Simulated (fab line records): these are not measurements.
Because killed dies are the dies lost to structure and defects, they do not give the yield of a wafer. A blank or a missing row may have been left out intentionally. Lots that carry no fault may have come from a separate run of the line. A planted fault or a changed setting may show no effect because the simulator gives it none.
Split-lot study    flow n5Finfet    21 wafers read from 7 lots, route of 1938 steps

THE SPLIT
At N5_BEOL_M1_TRENCH_ETCH_37 (etches SiOC in C4F6/O2, target depth 55.207 nm, time 29 s), the setting timeS was moved away from the recipe's 29 s on 10 of the 21 wafers read, by -21.8% to +19.3%. The other wafers ran this setting at the recipe's value.

FROM THE SPLIT TO THE READING: what the file shows between them, 2 steps
- N5_BEOL_M1_ETCH_41: etches SiCN in CH3F/O2, target depth 31.9 nm, time 57.8 s
- N5_BEOL_M1_STRIP_97: strips in N2/H2, time 10 s

THE READING
trenchDepthNm, in nm, at N5_BEOL_M1_OCD_MEAS_38. Fault-free wafers of this fab line usually give 55.1 nm, standard deviation 0.86 nm.

wafer   tool, chamber at the split  timeS as run, s  against the recipe  trenchDepthNm, nm  against lot-mates on the recipe
L078.1  rieDiel-01, 1               29               recipe              55.2               -
L078.4  rieDiel-01, 0               29               recipe              53.2               -
L078.5  rieDiel-01, 1               25.92            -10.6%              49.3               -4.9
L081.4  rieDiel-06, 2               29               recipe              55.4               -
L081.5  rieDiel-06, 2               24.49            -15.6%              46.1               -9.3
L081.6  rieDiel-06, 1               24.49            -15.6%              48.2               -7.2
L082.1  rieDiel-01, 3               29               recipe              55.8               -
L082.2  rieDiel-01, 1               29               recipe              56.2               -
L082.6  rieDiel-01, 2               29               recipe              55.5               -
L085.2  rieDiel-01, 0               22.68            -21.8%              42.2               -12.8
L085.5  rieDiel-01, 2               22.68            -21.8%              43.6               -11.4
L085.6  rieDiel-01, 1               29               recipe              55.0               -
L090.1  rieDiel-01, 0               29               recipe              53.7               -
L090.3  rieDiel-01, 2               26.68            -8.0%               50.8               -2.9
L090.5  rieDiel-01, 0               26.68            -8.0%               50.2               -3.5
L091.3  rieDiel-06, 2               29               recipe              53.4               -
L091.4  rieDiel-06, 0               29               recipe              54.4               -
L091.6  rieDiel-06, 1               34.6             +19.3%              65.4               +11.5
L094.1  rieDiel-03, 0               29               recipe              55.6               -
L094.2  rieDiel-03, 3               32.79            +13.1%              62.6               +7.0
L094.4  rieDiel-03, 2               32.79            +13.1%              61.1               +5.5

FIT RESULTS
A straight line over all 21 wafers: trenchDepthNm changes by +0.535 nm for each +1% of timeS; r = +0.99; the points scatter about the line by 0.92 nm.
The same after taking each lot's own level away (the mean of its wafers on the recipe; 21 wafers): +0.535 nm for each +1%; r = +0.99; scatter 0.82 nm.
Per that fit: largest timeS move, reading shift of 12 nm.
Across the lots, their own levels run from 53.70 to 55.83 nm, a range of 2.5 times the standard deviation given above.
The two slopes agree, so the slope changes little with the lot-to-lot level.
Check: for one of the wafers moved furthest among these (-21.8%), held out of the fit, the line's prediction against its lot-mates is -11.2 nm. Against them it came out at -12.8 nm.

THESE WAFERS: OTHER SPLITS
Other splits were also applied to these wafers ahead of the reading. Each is held against what the fit with the lots' levels taken away leaves over:
other split on the same wafers    wafers away from the commonest value  r with trenchDepthNm (lot level and that fit taken away)
N5_BEOL_M0_SAQP_EXPOSE_37 doseMj  8                                     +0.26
N5_BEOL_M1_ILD_DEP_00 timeS       6                                     -0.08
N5_BEOL_M1_COAT_05 spinRpm        10                                    -0.42

THE WHOLE CHAIN: every reading that the file lists as answering this split, in the file's order
step                       what it does                                               reading                                                                  change (the file's fit)                r (the file's)
N5_BEOL_M1_TRENCH_ETCH_37  etches SiOC in C4F6/O2, target depth 55.207 nm, time 29 s  BEOL_M1.featureDepthNm (the simulator's own value, which no gauge read)  +0.553 nm for each +1% of the setting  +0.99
N5_BEOL_M1_TRENCH_ETCH_37  etches SiOC in C4F6/O2, target depth 55.207 nm, time 29 s  etch.depthNm (the simulator's own value, which no gauge read)            +0.551 nm for each +1% of the setting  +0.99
N5_BEOL_M1_OCD_MEAS_38                                                                trenchDepthNm                                                            +0.538 nm for each +1% of the setting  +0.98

FILE'S OWN FIT
trenchDepthNm changes by +0.538 nm for each +1% of timeS, r = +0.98.
